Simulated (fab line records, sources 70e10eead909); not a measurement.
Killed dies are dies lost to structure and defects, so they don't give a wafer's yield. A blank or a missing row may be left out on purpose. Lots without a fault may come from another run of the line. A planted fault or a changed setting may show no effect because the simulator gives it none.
fab line records | flow nand_harc
record lots=5 wafers=15 last_day=33
route steps=1302 shown P_STI@102 P_GATE@110
lots that met no fault: from a run of the same line without faults
start_h: hours from the record's first day to the start of the lot's first wafer shown | wait_h: hours since the lot's step before | " the same as in the row above | L1.1+2: a row that stands for several wafers | - no value, or no start given | * or withheld: withheld | < > ~ a bound
route shown NAME@n: a module of which the file shows steps, and the number in the route of the first | usual: mean/standard deviation of fault-free wafers | same: alike in all rows | chamber/n: place in a boat | sites: the reading at each site | _std_site: their standard deviation | _edge_site: outer sites' mean less inner sites' | radius_mm: how far each site lies from the wafer's centre | mask NAME#n: copy n | behind: the tool/chamber that last shaped the wafer | hold: why the lot was held/for how many hours/how that ended | device: the transistor (n, p or np) that didn't switch | end of line: the same wafers' tests at the end of the route | a step without rows: its recipe alone | killed: dies lost to structure and defects at the first sort, not the wafer's yield | map: a wafer's dies, x killed, . not, _ none there
set.NAME: the setting as run; set.NAME@STEP: as run at that earlier step | model.NAME: the simulator's own value behind a step, which no gauge read
lots at some steps of the route; a table a step, a row a wafer
services: from which hour (start_h, from the record's first day; less than 0 if before it) a tool's chamber was out of use, for how many hours, and why
## steps
# step NHARC_P_STI_SRD_35
# columns lot.wafer tool chamber start_h wait_h
L076.6+2+4 wet_bench-04 0,1,2 82.32 0.0
L080.3+6+1 wet_bench-02 0,3,4 123.40 0.0
L081.6+2+5 wet_bench-04 2,3,5 141.66 0.0
L095.4+2+6 wet_bench-02 3,6,0 270.21 0.0
L097.6+1+5 wet_bench-03 1,4,6 291.24 0.0
# step NHARC_P_STI_ETCH_36
# recipe target_depth_a=388 chemistry=dHF material=SiO2
# columns lot.wafer tool chamber start_h wait_h
L076.6+2+4 wet_bench-04 0,1,2 82.34 0.0
L080.3+6+1 wet_bench-02 0,3,4 123.43 0.0
L081.6+2+5 wet_bench-04 2,3,5 141.68 0.0
L095.4+2+6 wet_bench-02 3,6,0 270.23 0.0
L097.6+1+5 wet_bench-03 1,4,6 291.27 0.0
# step NHARC_P_STI_STRIP_24
# recipe temp_c=160 chemistry=H3PO4 material=Si3N4
# columns lot.wafer tool chamber start_h wait_h
L076.6+2+4 wet_bench-04 0,1,2 82.36 0.0
L080.3+6+1 wet_bench-02 0,3,4 123.44 0.0
L081.6+2+5 wet_bench-04 2,3,5 141.69 0.0
L095.4+2+6 wet_bench-02 3,6,0 270.24 0.0
L097.6+1+5 wet_bench-03 1,4,6 291.28 0.0
# step NHARC_P_STI_ETCH_37
# recipe target_depth_a=110 chemistry=dHF material=SiO2
# columns lot.wafer tool chamber start_h wait_h
L076.6+2+4 wet_bench-04 0,1,2 - -
L080.3+6+1 wet_bench-02 0,3,4 - -
L081.6+2+5 wet_bench-04 2,3,5 - -
L095.4+2+6 wet_bench-02 3,6,0 - -
L097.6+1+5 wet_bench-03 1,4,6 - -
# step NHARC_P_STI_PRECLEAN_38
# recipe time_s=* temp_c=50 bath_age_min=0 chemistry=SC1
# columns lot.wafer tool chamber start_h wait_h
L076.6+2+4 wet_bench-04 0,1,2 - -
L080.3+6+1 wet_bench-02 0,3,4 - -
L081.6+2+5 wet_bench-04 2,3,5 - -
L095.4+2+6 wet_bench-02 3,6,0 - -
L097.6+1+5 wet_bench-03 1,4,6 - -
# step NHARC_P_STI_SRD_39
# columns lot.wafer tool chamber start_h wait_h
L076.6+2+4 wet_bench-04 0,1,2 - -
L080.3+6+1 wet_bench-02 0,3,4 - -
L081.6+2+5 wet_bench-04 2,3,5 - -
L095.4+2+6 wet_bench-02 3,6,0 - -
L097.6+1+5 wet_bench-03 1,4,6 - -
# step NHARC_P_STI_OXIDE_40
# recipe target_thk_a=100 temp_c=900 ox_time_s=1362 material=SiO2
# usual ox_temp_c=899.9/0.44 spike_tc_upper_C=900.1/1
# columns lot.wafer tool chamber start_h wait_h ox_temp_c spike_tc_upper_C
L076.2 furnace-05 0 88.05 - 900.4 900.1
L076.4 " 0 " " 900.2 898.9
L076.6 " 0 " " 899.8 899.0
L080.1 furnace-02 0 129.13 - 899.9 898.3
L080.3 " 0 " " 899.9 898.9
L080.6 " 0 " " 900.4 898.3
L081.2 furnace-04 0 147.78 - 900.7 901.5
L081.5 " 0 " " 900.4 899.6
L081.6 " 0 " " 899.9 900.6
L095.2 furnace-05 0 274.30 - 899.8 899.1
L095.4 " 0 " " 900.8 900.9
L095.6 " 0 " " 899.9 899.2
L097.1 furnace-05 0 294.84 - 900.0 898.7
L097.5 " 0 " " 899.3 900.6
L097.6 " 0 " " 899.6 900.3
# step NHARC_P_STI_INSPECT_25
# usual raw_defect_count=222/77
# columns lot.wafer tool chamber start_h wait_h raw_defect_count
L076.2 defect_inspect-01 - 92.07 0.4 164
L076.4 " - " " 288
L076.6 " - " " 143
L080.1 defect_inspect-02 - 133.20 0.4 176
L080.3 " - " " 170
L080.6 " - " " 245
L081.2 defect_inspect-02 - 151.82 0.4 232
L081.5 " - " " 203
L081.6 " - " " 220
L095.2 defect_inspect-02 - 278.37 0.4 118
L095.4 " - " " 162
L095.6 " - " " 213
L097.1 defect_inspect-02 - 298.89 0.4 145
L097.5 " - " " 149
L097.6 " - " " 170
# step NHARC_P_GATE_ETCH_69
# recipe target_depth_a=140 chemistry=dHF material=SiO2
# columns lot.wafer tool chamber start_h wait_h
L076.2+6+4 wet_bench-01 5,7,1 92.15 0.1
L080.1+6+3 wet_bench-01 7,1,2 133.27 0.1
L081.6+5+2 wet_bench-01 6,7,0 151.92 0.1
L095.4+6+2 wet_bench-05 0,3,4 278.42 0.0
L097.1+6+5 wet_bench-01 2,3,4 298.99 0.1
# step NHARC_P_GATE_PRECLEAN_70
# recipe time_s=* temp_c=50 bath_age_min=0 chemistry=SC1
# columns lot.wafer tool chamber start_h wait_h
L076.2+6+4 wet_bench-01 5,7,1 92.23 0.1
L080.1+6+3 wet_bench-01 7,1,2 133.35 0.1
L081.6+5+2 wet_bench-01 6,7,0 151.97 0.0
L095.4+6+2 wet_bench-05 0,3,4 278.52 0.1
L097.1+6+5 wet_bench-01 2,3,4 299.04 0.0
# step NHARC_P_GATE_SRD_01
# columns lot.wafer tool chamber start_h wait_h
L076.2+6+4 wet_bench-01 5,7,1 - -
L080.1+6+3 wet_bench-01 7,1,2 - -
L081.6+5+2 wet_bench-01 6,7,0 - -
L095.4+6+2 wet_bench-05 0,3,4 - -
L097.1+6+5 wet_bench-01 2,3,4 - -
# step NHARC_P_GATE_OXIDE_02
# recipe target_thk_a=375 temp_c=950 p_h2o_torr=720 ox_time_s=365 material=SiO2
# usual ox_temp_c=949.9/0.41 spike_tc_upper_C=951.4/1
# columns lot.wafer tool chamber start_h wait_h ox_temp_c spike_tc_upper_C
L076.2 furnace-03 0 95.44 - 950.2 951.6
L076.4 " 0 " " 949.5 951.8
L076.6 " 0 " " 950.6 952.0
L080.1 furnace-03 0 136.73 - 949.5 952.4
L080.3 " 0 " " 949.2 951.9
L080.6 " 0 " " 949.9 951.7
L081.2 furnace-01 0 155.54 - 949.6 950.7
L081.5 " 0 " " 949.4 952.2
L081.6 " 0 " " 949.3 951.2
L095.2 furnace-01 0 282.10 - 949.4 950.4
L095.4 " 0 " " 949.8 952.0
L095.6 " 0 " " 949.8 952.5
L097.1 furnace-01 0 302.62 - 950.0 951.0
L097.5 " 0 " " 950.0 951.1
L097.6 " 0 " " 950.0 951.8
# step NHARC_P_GATE_DEHYDRATE_03
# recipe temp_c=150 time_s=120
# columns lot.wafer tool chamber start_h wait_h
L076.2+4+6 litho_track-02 0 100.03 0.4
L080.1+3+6 litho_track-05 0 141.25 0.4
L081.2+5+6 litho_track-07 0 160.12 0.4
L095.2+4+6 litho_track-07 0 286.63 0.4
L097.1+5+6 litho_track-02 0 307.16 0.4
# step NHARC_P_GATE_HMDS_04
# recipe time_s=30
# columns lot.wafer tool chamber start_h wait_h
L076.2+4+6 litho_track-02 0 - -
L080.1+3+6 litho_track-05 0 - -
L081.2+5+6 litho_track-07 0 - -
L095.2+4+6 litho_track-07 0 - -
L097.1+5+6 litho_track-02 0 - -
# step NHARC_P_GATE_COAT_05
# recipe spin_rpm=4690
# columns lot.wafer tool chamber start_h wait_h
L076.2+4+6 litho_track-02 0 - -
L080.1+3+6 litho_track-05 0 - -
L081.2+5+6 litho_track-07 0 - -
L095.2+4+6 litho_track-07 0 - -
L097.1+5+6 litho_track-02 0 - -
# step NHARC_P_GATE_SOFTBAKE_06
# recipe temp_c=122 time_s=95
# columns lot.wafer tool chamber start_h wait_h
L076.2+4+6 litho_track-02 0 - -
L080.1+3+6 litho_track-05 0 - -
L081.2+5+6 litho_track-07 0 - -
L095.2+4+6 litho_track-07 0 - -
L097.1+5+6 litho_track-02 0 - -
# step NHARC_P_GATE_EBR_07
# columns lot.wafer tool chamber start_h wait_h
L076.2+4+6 litho_track-02 0 - -
L080.1+3+6 litho_track-05 0 - -
L081.2+5+6 litho_track-07 0 - -
L095.2+4+6 litho_track-07 0 - -
L097.1+5+6 litho_track-02 0 - -
# step NHARC_P_GATE_EXPOSE_08
# recipe na=0.6 dose_mj=16.75 mask_id=P_HV
# same na=0.6
# columns lot.wafer tool chamber start_h wait_h mask
L076.2+4+6 krf_scanner-02 0 100.31 - P_HV#0
L080.1+3+6 krf_scanner-02 0 141.40 - P_HV#0
L081.2+5+6 krf_scanner-02 0 160.27 - P_HV#0
L095.2+4+6 krf_scanner-02 0 287.06 - P_HV#0
L097.1+5+6 krf_scanner-02 0 307.43 - P_HV#0
# step NHARC_P_GATE_PEB_09
# recipe peb_temp_c=118 peb_time_s=85
# columns lot.wafer tool chamber start_h wait_h
L076.2+4+6 litho_track-07 0 100.37 0.1
L080.1+3+6 litho_track-07 0 141.47 0.1
L081.2+5+6 litho_track-02 0 160.33 0.1
L095.2+4+6 litho_track-02 0 287.12 0.1
L097.1+5+6 litho_track-05 0 307.50 0.1
# step NHARC_P_GATE_DEVELOP_10
# recipe time_s=70
# columns lot.wafer tool chamber start_h wait_h
L076.2+4+6 litho_track-07 0 - -
L080.1+3+6 litho_track-07 0 - -
L081.2+5+6 litho_track-02 0 - -
L095.2+4+6 litho_track-02 0 - -
L097.1+5+6 litho_track-05 0 - -
# step NHARC_P_GATE_CD_MEAS_11
# recipe target_cd_nm=1640 landing_energy_ev=500
# usual cd_nm=1639.5/2
# same landing_energy_ev=500
# columns lot.wafer tool chamber start_h wait_h cd_nm
L076.2 cd_sem-03 0 100.46 - 1643.0
L076.4 " 0 " " 1637.0
L076.6 " 0 " " 1642.9
L080.1 cd_sem-03 0 141.56 - 1640.1
L080.3 " 0 " " 1640.7
L080.6 " 0 " " 1642.7
L081.2 cd_sem-02 0 160.42 - 1637.9
L081.5 " 0 " " 1640.3
L081.6 " 0 " " 1637.5
L095.2 cd_sem-02 0 287.21 - 1639.8
L095.4 " 0 " " 1642.6
L095.6 " 0 " " 1641.2
L097.1 cd_sem-03 0 307.59 - 1636.5
L097.5 " 0 " " 1637.7
L097.6 " 0 " " 1638.7
# step NHARC_P_GATE_HARDBAKE_12
# recipe temp_c=125 time_s=80
# columns lot.wafer tool chamber start_h wait_h
L076.2+4+6 litho_track-02 0 100.54 -
L080.1+3+6 litho_track-05 0 141.64 -
L081.2+5+6 litho_track-02 0 160.50 -
L095.2+4+6 litho_track-07 0 287.29 -
L097.1+5+6 litho_track-02 0 307.67 -
# step NHARC_P_GATE_DESCUM_13
# recipe time_s=3 o2_flow_sccm=200 ar_flow_sccm=0 bias_power_w=0 chemistry=O2
# usual drypump_motor_current_A=5.6/0.51 oes_product_au=1.001/0.013 rf_vpp_V=57.8/0.87 showerhead_plenum_p_Torr=1.90/0.071 throttle_valve_pct=11.311/0.009
# columns lot.wafer tool chamber start_h wait_h drypump_motor_current_A oes_product_au rf_hours_counter_h rf_vpp_V showerhead_plenum_p_Torr throttle_valve_pct
L076.4 rie_diel-05 3 100.62 - 6.1 1.017 1.6 58.2 1.87 11.301
L076.2 " 1 " " 5.3 0.990 2.2 59.1 1.96 11.305
L076.6 " 0 " " 6.0 1.004 - 57.1 1.83 11.308
L080.1 rie_diel-10 1 141.72 - 5.6 1.004 3.2 58.7 1.85 11.323
L080.3 " 0 " " 5.0 1.015 3.4 58.4 1.92 11.318
L080.6 " 1 " " 5.6 1.003 - 58.5 1.85 11.300
L081.2 rie_diel-10 1 160.61 - 5.6 1.009 4.4 58.0 1.85 11.302
L081.5 " 3 " " 6.6 0.998 - 57.7 1.82 11.325
L081.6 " 0 " " 5.0 1.028 - 58.3 1.92 11.310
L095.4 rie_diel-07 1 287.38 - 5.1 0.987 8.4 58.5 1.89 11.317
L095.2 " 3 " " 5.1 0.993 8.6 58.5 1.95 11.316
L095.6 " 1 " " 5.1 0.987 - 58.1 1.89 11.317
L097.1 rie_diel-07 3 307.77 - 5.1 1.006 0.2 58.0 1.95 11.308
L097.6 " 2 " " 5.2 1.006 - 58.4 2.02 11.318
L097.5 " 3 " " 5.1 1.008 - 59.4 1.95 11.305
# step NHARC_P_GATE_ETCH_14
# recipe target_depth_a=488 chemistry=dHF material=SiO2
# columns lot.wafer tool chamber start_h wait_h
L076.6+2+4 wet_bench-01 5,7,0 100.77 0.1
L080.6+1+3 wet_bench-05 7,0,3 141.86 0.1
L081.6+5+2 wet_bench-05 4,6,0 160.72 0.1
L095.2+6+4 wet_bench-07 3,5,0 287.51 0.1
L097.6+5+1 wet_bench-01 7,1,4 307.89 0.1
# step NHARC_P_GATE_STRIP_15
# recipe time_s=780 temp_c=130 chemistry=SPM
# columns lot.wafer tool chamber start_h wait_h
L076.6+2+4 wet_bench-01 5,7,0 100.82 0.0
L080.6+1+3 wet_bench-05 7,0,3 141.91 0.0
L081.6+5+2 wet_bench-05 4,6,0 160.76 0.0
L095.2+6+4 wet_bench-07 3,5,0 287.55 0.0
L097.6+5+1 wet_bench-01 7,1,4 307.93 0.0
# step NHARC_P_GATE_PRECLEAN_71
# recipe time_s=* temp_c=50 bath_age_min=0 chemistry=SC1
# columns lot.wafer tool chamber start_h wait_h
L076.6+2+4 wet_bench-01 5,7,0 - -
L080.6+1+3 wet_bench-05 7,0,3 - -
L081.6+5+2 wet_bench-05 4,6,0 - -
L095.2+6+4 wet_bench-07 3,5,0 - -
L097.6+5+1 wet_bench-01 7,1,4 - -
# step NHARC_P_GATE_SRD_72
# columns lot.wafer tool chamber start_h wait_h
L076.6+2+4 wet_bench-01 5,7,0 - -
L080.6+1+3 wet_bench-05 7,0,3 - -
L081.6+5+2 wet_bench-05 4,6,0 - -
L095.2+6+4 wet_bench-07 3,5,0 - -
L097.6+5+1 wet_bench-01 7,1,4 - -
# step NHARC_P_GATE_OXIDE_16
# recipe target_thk_a=30 temp_c=875 ox_time_s=392 material=SiO2
# usual ox_temp_c=875.0/0.42 spike_tc_upper_C=876.6/1
# columns lot.wafer tool chamber start_h wait_h ox_temp_c spike_tc_upper_C
L076.2 furnace-01 0 104.60 - 875.2 876.4
L076.4 " 0 " " 874.8 876.4
L076.6 " 0 " " 874.7 876.9
L080.1 furnace-03 0 145.34 - 875.7 875.0
L080.3 " 0 " " 875.1 875.0
L080.6 " 0 " " 875.6 878.1
L081.2 furnace-01 0 164.56 - 874.4 876.9
L081.5 " 0 " " 874.7 876.5
L081.6 " 0 " " 875.0 875.8
L095.2 furnace-03 0 290.81 - 875.1 875.8
L095.4 " 0 " " 874.7 876.7
L095.6 " 0 " " 874.9 876.3
L097.1 furnace-06 0 311.49 - 874.7 876.5
L097.5 " 0 " " 874.4 873.6
L097.6 " 0 " " 874.2 876.2
# step NHARC_P_GATE_CVD_17
# recipe target_thk_a=1500 temp_c=620 time_s=900 material=poly-Si
# usual spike_tc_upper_C=620.3/1.5
# columns lot.wafer tool chamber start_h wait_h spike_tc_upper_C
L076.2 lpcvd_poly-01 0 110.77 2.6 617.4
L076.4 " 0 " " 618.6
L076.6 " 0 " " 619.2
L080.1 lpcvd_poly-04 0 151.42 2.5 622.0
L080.3 " 0 " " 621.1
L080.6 " 0 " " 618.9
L081.2 lpcvd_poly-04 0 170.64 2.5 621.4
L081.5 " 0 " " 622.0
L081.6 " 0 " " 621.3
L095.2 lpcvd_poly-04 0 296.97 2.5 621.0
L095.4 " 0 " " 621.1
L095.6 " 0 " " 621.2
L097.1 lpcvd_poly-01 0 317.67 2.6 617.6
L097.5 " 0 " " 619.5
L097.6 " 0 " " 618.2
# step NHARC_P_GATE_HM_DEP_102
# recipe target_thk_a=1200 temp_c=400 material=aC
# usual throttle_valve_pct=34.999/0.0091
# columns lot.wafer tool chamber start_h wait_h throttle_valve_pct
L076.2 acl_dep-02 0 113.48 0.5 34.987
L076.4 " 0 " " 35.005
L076.6 " 0 " " 34.989
L080.1 acl_dep-01 0 154.02 0.4 34.999
L080.3 " 0 " " 35.009
L080.6 " 0 " " 35.005
L081.2 acl_dep-02 0 173.35 0.5 35.000
L081.5 " 0 " " 35.006
L081.6 " 0 " " 35.003
L095.2 acl_dep-02 0 301.76 2.6 35.002
L095.4 " 0 " " 34.999
L095.6 " 0 " " 34.995
L097.1 acl_dep-02 0 323.33 3.4 35.000
L097.5 " 0 " " 34.997
L097.6 " 0 " " 35.002
# step NHARC_P_GATE_DEP_103
# recipe target_thk_a=300 target_thk_nm=30 temp_c=400 flow_sccm=200 rf_w=350 material=SiON
# usual heater_power_w=767/110
# columns lot.wafer tool chamber start_h wait_h heater_power_w
L076.2 pecvd-04 0 114.06 0.5 973
L076.6 " 0 " " 961
L076.4 " 1 " " 718
L080.1 pecvd-01 0 154.68 0.6 904
L080.3 " 1 " " 825
L080.6 " 2 " " 737
L081.2 pecvd-04 1 173.91 0.5 658
L081.6 " 2 " " 878
L081.5 " 0 " " 957
L095.2 pecvd-01 0 302.35 0.5 887
L095.4 " 2 " " 671
L095.6 " 0 " " 898
L097.1 pecvd-04 2 324.02 0.6 780
L097.5 " 1 " " 688
L097.6 " 2 " " 795
# step NHARC_P_GATE_DEHYDRATE_18
# recipe temp_c=150 time_s=120
# columns lot.wafer tool chamber start_h wait_h
L076.2+4+6 litho_track-04 0 114.30 0.2
L080.1+3+6 litho_track-04 0 154.94 0.2
L081.2+5+6 litho_track-01 0 174.19 0.2
L095.2+4+6 litho_track-06 0 302.59 0.2
L097.1+5+6 litho_track-01 0 324.26 0.2
# step NHARC_P_GATE_HMDS_19
# recipe time_s=30
# columns lot.wafer tool chamber start_h wait_h
L076.2+4+6 litho_track-04 0 - -
L080.1+3+6 litho_track-04 0 - -
L081.2+5+6 litho_track-01 0 - -
L095.2+4+6 litho_track-06 0 - -
L097.1+5+6 litho_track-01 0 - -
# step NHARC_P_GATE_COAT_20
# recipe spin_rpm=1500 resist_thk_nm=90
# columns lot.wafer tool chamber start_h wait_h
L076.2+4+6 litho_track-04 0 - -
L080.1+3+6 litho_track-04 0 - -
L081.2+5+6 litho_track-01 0 - -
L095.2+4+6 litho_track-06 0 - -
L097.1+5+6 litho_track-01 0 - -
# step NHARC_P_GATE_SOFTBAKE_21
# recipe temp_c=105 time_s=55
# columns lot.wafer tool chamber start_h wait_h
L076.2+4+6 litho_track-04 0 - -
L080.1+3+6 litho_track-04 0 - -
L081.2+5+6 litho_track-01 0 - -
L095.2+4+6 litho_track-06 0 - -
L097.1+5+6 litho_track-01 0 - -
# step NHARC_P_GATE_EBR_22
# columns lot.wafer tool chamber start_h wait_h
L076.2+4+6 litho_track-04 0 - -
L080.1+3+6 litho_track-04 0 - -
L081.2+5+6 litho_track-01 0 - -
L095.2+4+6 litho_track-06 0 - -
L097.1+5+6 litho_track-01 0 - -
# step NHARC_P_GATE_EXPOSE_23
# recipe na=1.35 target_cd_nm=120 dose_mj=93.91 mask_id=P_GATE
# same na=1.35
# columns lot.wafer tool chamber start_h wait_h mask
L076.2+4+6 arfi_scanner-01 0 114.45 - P_GATE#0
L080.1+3+6 arfi_scanner-03 0 155.09 - P_GATE#0
L081.2+5+6 arfi_scanner-01 0 174.46 - P_GATE#0
L095.2+4+6 arfi_scanner-03 0 302.86 - P_GATE#0
L097.1+5+6 arfi_scanner-03 0 324.53 - P_GATE#0
# step NHARC_P_GATE_PEB_24
# recipe peb_temp_c=100 peb_time_s=65
# columns lot.wafer tool chamber start_h wait_h
L076.2+4+6 litho_track-01 0 114.50 0.1
L080.1+3+6 litho_track-04 0 155.15 0.1
L081.2+5+6 litho_track-06 0 174.52 0.1
L095.2+4+6 litho_track-04 0 302.92 0.1
L097.1+5+6 litho_track-04 0 324.59 0.1
# step NHARC_P_GATE_DEVELOP_25
# recipe develop_time_s=35 dev_temp_c=23
# columns lot.wafer tool chamber start_h wait_h
L076.2+4+6 litho_track-01 0 - -
L080.1+3+6 litho_track-04 0 - -
L081.2+5+6 litho_track-06 0 - -
L095.2+4+6 litho_track-04 0 - -
L097.1+5+6 litho_track-04 0 - -
# step NHARC_P_GATE_CD_MEAS_26
# recipe target_cd_nm=120 landing_energy_ev=500
# usual cd_nm=120.1/0.69
# same landing_energy_ev=500
# columns lot.wafer tool chamber start_h wait_h cd_nm
L076.2 cd_sem-03 0 114.58 - 120.7
L076.4 " 0 " " 120.6
L076.6 " 0 " " 120.6
L080.1 cd_sem-02 0 155.23 - 119.9
L080.3 " 0 " " 121.4
L080.6 " 0 " " 122.1
L081.2 cd_sem-02 0 174.60 - 120.2
L081.5 " 0 " " 120.4
L081.6 " 0 " " 119.5
L095.2 cd_sem-01 0 303.00 - 120.7
L095.4 " 0 " " 119.6
L095.6 " 0 " " 120.3
L097.1 cd_sem-02 0 324.67 - 121.2
L097.5 " 0 " " 119.8
L097.6 " 0 " " 120.2
# step NHARC_P_GATE_OVL_MEAS_27
# usual overlay_x_nm=0.3/0.73 overlay_y_nm=0.2/0.81
# columns lot.wafer tool chamber start_h wait_h overlay_x_nm overlay_y_nm
L076.2 overlay-02 - 114.67 - 0.5 -0.4
L076.4 " - " " -0.2 -0.2
L076.6 " - " " 0.3 0.1
L080.1 overlay-01 - 155.32 - 0.4 -0.7
L080.3 " - " " 1.0 -1.5
L080.6 " - " " 0.8 -1.5
L081.2 overlay-01 - 174.69 - 1.5 -0.3
L081.5 " - " " 2.0 -1.1
L081.6 " - " " 2.1 -0.7
L095.2 overlay-02 - 303.09 - 0.4 -0.3
L095.4 " - " " -0.2 -0.1
L095.6 " - " " -0.2 -0.4
L097.1 overlay-01 - 324.76 - 0.2 1.4
L097.5 " - " " -0.1 0.8
L097.6 " - " " -0.1 1.7
# step NHARC_P_GATE_INSPECT_28
# usual raw_defect_count=7/3.2
# columns lot.wafer tool chamber start_h wait_h raw_defect_count
L076.2 defect_inspect-01 - 114.71 0.0 3
L076.4 " - " " 4
L076.6 " - " " 7
L080.1 defect_inspect-01 - 155.35 0.0 13
L080.3 " - " " 12
L080.6 " - " " 8
L081.2 defect_inspect-02 - 174.72 0.0 6
L081.5 " - " " 15
L081.6 " - " " 10
L095.2 defect_inspect-02 - 303.12 0.0 3
L095.4 " - " " 2
L095.6 " - " " 7
L097.1 defect_inspect-02 - 324.79 0.0 3
L097.5 " - " " 4
L097.6 " - " " 2
# step NHARC_P_GATE_DESCUM_31
# recipe time_s=3 o2_flow_sccm=200 ar_flow_sccm=0 bias_power_w=0 chemistry=O2
# usual drypump_motor_current_A=5.6/0.49 oes_product_au=1.003/0.013 rf_vpp_V=57.9/0.84 showerhead_plenum_p_Torr=1.92/0.07 throttle_valve_pct=11.312/0.0082
# columns lot.wafer tool chamber start_h wait_h drypump_motor_current_A oes_product_au rf_hours_counter_h rf_vpp_V showerhead_plenum_p_Torr throttle_valve_pct
L076.2 rie_diel-10 0 114.77 0.1 5.0 1.025 2 58.8 1.92 11.302
L076.4 " 3 " " 6.7 0.991 2 57.4 1.82 11.313
L076.6 " 1 " " 5.6 1.008 - 55.9 1.85 11.306
L080.3 rie_diel-07 3 155.42 0.1 5.1 1.012 2 58.6 1.95 11.304
L080.1 " 0 " " 5.9 1.009 0 59.0 1.99 11.306
L080.6 " 2 " " 5.2 1.009 - 58.4 2.02 11.308
L081.2 rie_diel-10 2 174.78 0.1 5.1 0.990 7 58.1 1.82 11.308
L081.5 " 3 " " 6.6 1.005 - 56.9 1.82 11.301
L081.6 " 0 " " 5.1 1.016 - 58.7 1.92 11.312
L095.2 rie_diel-05 0 303.19 0.1 6.0 1.014 4 58.3 1.82 11.308
L095.4 " 1 " " 5.3 0.991 3 58.5 1.96 11.317
L095.6 " 0 " " 6.0 1.002 - 56.9 1.82 11.312
L097.1 rie_diel-05 3 324.88 0.1 6.1 1.012 4 58.0 1.87 11.320
L097.6 " 0 " " 6.0 1.017 - 56.9 1.82 11.306
L097.5 " 1 " " 5.3 1.009 - 57.0 1.96 11.322
# step NHARC_P_GATE_ETCH_104
# recipe target_depth_a=600 time_s=withheld cf4_flow_sccm=100 chf3_flow_sccm=30 ar_flow_sccm=0 rf_w=500 bias_w=200 chemistry=CF4/CHF3
# usual drypump_motor_current_A=5.6/0.5 oes_product_au=0.955/0.022 rf_vpp_V=370.7/2 showerhead_plenum_p_Torr=1.58/0.055 throttle_valve_pct=16.803/0.0091
# columns lot.wafer tool chamber start_h wait_h drypump_motor_current_A oes_product_au rf_vpp_V showerhead_plenum_p_Torr throttle_valve_pct
L076.4 rie_diel-10 1 114.85 0.1 5.5 0.972 367.9 1.52 16.794
L076.2 " 3 " " 6.6 0.962 368.4 1.50 16.802
L076.6 " 2 " " 5.1 0.969 368.2 1.50 16.803
L080.1 rie_diel-07 3 155.50 0.1 5.1 0.946 372.1 1.60 16.810
L080.3 " 0 " " 5.9 0.945 372.6 1.63 16.805
L080.6 " 3 " " 5.1 0.946 371.6 1.60 16.798
L081.2 rie_diel-10 0 174.89 0.1 5.0 0.933 369.3 1.58 16.813
L081.5 " 0 " " 5.0 0.935 370.6 1.58 16.808
L081.6 " 2 " " 5.1 0.913 368.3 1.50 16.812
L095.4 rie_diel-05 0 303.27 0.1 6.0 0.979 368.5 1.50 16.809
L095.2 " 2 " " 6.1 0.968 374.0 1.65 16.802
L095.6 " 1 " " 5.3 0.980 370.8 1.61 16.806
L097.1 rie_diel-05 3 324.95 0.1 6.1 0.977 369.5 1.54 16.815
L097.5 " 1 " " 5.3 0.969 372.3 1.61 16.804
L097.6 " 2 " " 6.1 0.973 372.4 1.65 16.808
# step NHARC_P_GATE_HM_OPEN_105
# recipe target_depth_a=3600 o2_flow_sccm=400 cos_flow_sccm=20 ar_flow_sccm=0 rf_w=500 bias_w=300 chemistry=O2/COS
# usual cos_flow_sccm=19.99/0.066 drypump_motor_current_A=5.6/0.49 oes_product_au=1.001/0.012 rf_vpp_V=467.4/2.4 showerhead_plenum_p_Torr=3.13/0.11 throttle_valve_pct=28.329/0.0092
# columns lot.wafer tool chamber start_h wait_h cos_flow_sccm drypump_motor_current_A oes_product_au rf_hours_counter_h rf_vpp_V showerhead_plenum_p_Torr throttle_valve_pct
L076.2 rie_diel-10 0 - - 19.95 5.0 1.021 2 468.7 3.13 28.322
L076.4 " 2 " " 19.92 5.1 0.996 2 463.6 2.98 28.344
L076.6 " 1 " " 20.01 5.6 1.011 - 464.1 3.03 28.331
L080.3 rie_diel-07 3 - - 19.85 5.1 1.002 2 467.9 3.18 28.323
L080.1 " 0 " " 20.02 5.9 1.002 1 471.1 3.23 28.319
L080.6 " 3 " " 20.00 5.1 0.999 - 468.0 3.18 28.331
L081.2 rie_diel-10 2 - - 19.91 5.1 0.979 7 465.2 2.98 28.324
L081.6 " 3 " " 20.02 6.6 0.991 - 464.2 2.98 28.332
L081.5 " 0 " " 19.94 5.0 1.004 - 466.7 3.13 28.328
L095.2 rie_diel-05 0 - - 19.95 6.0 1.022 4 464.7 2.98 28.333
L095.4 " 3 " " 20.02 6.1 1.020 4 464.8 3.06 28.328
L095.6 " 1 " " 19.90 5.3 1.004 - 468.6 3.19 28.322
L097.1 rie_diel-05 2 - - 20.10 6.1 0.983 4 469.4 3.27 28.333
L097.5 " 3 " " 19.89 6.1 1.020 - 465.5 3.06 28.332
L097.6 " 0 " " 19.96 6.0 1.007 - 463.9 2.98 28.322
# step NHARC_P_GATE_STRIP_106
# recipe o2_flow_sccm=400 cos_flow_sccm=20 ar_flow_sccm=0 bias_w=0 chemistry=O2/COS
# columns lot.wafer tool chamber start_h wait_h
L076.4+2+6 rie_diel-10 2,3,0 - -
L080.1+3+6 rie_diel-07 0,2,0 - -
L081.2+5+6 rie_diel-10 0,3,0 - -
L095.2+4+6 rie_diel-05 2,1,2 - -
L097.1+6+5 rie_diel-05 1,0,1 - -
## services
# columns tool chamber start_h hours kind
rie_diel-10 - 65.50 9.0 pm
wet_bench-02 - 68.00 8.0 pm
litho_track-07 - 76.00 7.0 pm
wet_bench-05 - 84.80 8.0 pm
wet_bench-01 - 101.60 8.0 pm
rie_diel-10 - 129.16 3.4 repair
wet_bench-04 - 145.43 1.6 repair
litho_track-01 - 155.00 7.0 pm
rie_diel-10 1 172.55 2.6 repair
rie_diel-10 3 180.49 2.1 repair
rie_diel-10 0 184.58 1.4 repair
rie_diel-05 - 190.68 2.6 repair
rie_diel-10 - 200.96 1.0 repair
litho_track-04 - 203.00 7.0 pm
litho_track-02 - 227.00 7.0 pm
wet_bench-04 - 227.20 8.0 pm
rie_diel-05 - 229.65 9.0 pm
rie_diel-10 0 234.53 13.7 repair
rie_diel-10 - 242.50 9.0 pm
wet_bench-02 - 244.00 8.0 pm
litho_track-07 - 251.00 7.0 pm
rie_diel-10 0 254.05 7.4 repair
wet_bench-05 - 260.80 8.0 pm
wet_bench-01 - 277.60 8.0 pm
## key
fault none
